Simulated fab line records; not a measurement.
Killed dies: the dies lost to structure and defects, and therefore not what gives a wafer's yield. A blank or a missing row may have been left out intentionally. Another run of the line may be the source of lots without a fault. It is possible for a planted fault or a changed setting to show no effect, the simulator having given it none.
Which tool was responsible? -- flow nand harc -- 12 lots (36 wafers sampled), 1 step of a 1159-step route

## WHAT THE GAUGES READ, wafer by wafer
NHARC_A_M0_OVL_MEAS_10: pitch 160 nm.
lot,measured,on,overlay x nm (nm)
L075,day 17 18:11,overlay-02,1.6 1.6 1.0
L077,day 18 01:17,overlay-02,-0.2 0.1 0.2
L082,day 18 22:20,overlay-02,1.2 0.7 1.6
L080,day 19 03:46,overlay-02,-0.4 -0.4 -0.6
L085,day 19 19:55,overlay-02,-0.1 0.3 0.2
L087,day 20 00:41,overlay-02,1.1 0.8 0.9
L083,day 20 04:22,overlay-02,0.6 -0.1 0.4
L088,day 20 20:29,overlay-02,0.8 0.9 1.3
L092,day 22 00:01,overlay-01,-0.1 -0.4 0.0
L094,day 22 01:30,overlay-02,0.3 0.2 0.8
L096,day 23 02:11,overlay-01,0.0 -0.6 -0.8
L097,day 23 16:38,overlay-02,0.3 0.3 0.5

## WHICH TOOL RAN EACH LOT (tool, then ch and the chambers of the sampled wafers, then the start)
The record holds no process step before these readings.

## THE ANSWER, worked out from the rows above alone
Rule: usual is defined by the lots themselves. The widest of any qualifying gaps counts: lots, ordered by their means at a reading, are off when they make up no more than a third of the lots, leave a main group of 4 or more, and stand apart from it by 3 or more times the standard deviation of that group's means. If all means in a main group match to the digits the tables above print for the reading, that group is not used. A lot without any number at a reading at which 4 lots or more have one is off too. All remaining lots with rows at the step are treated as sound.
Nothing can be told from this: no lot is off at any reading shown.

## WHAT THE SIMULATOR PUT IN
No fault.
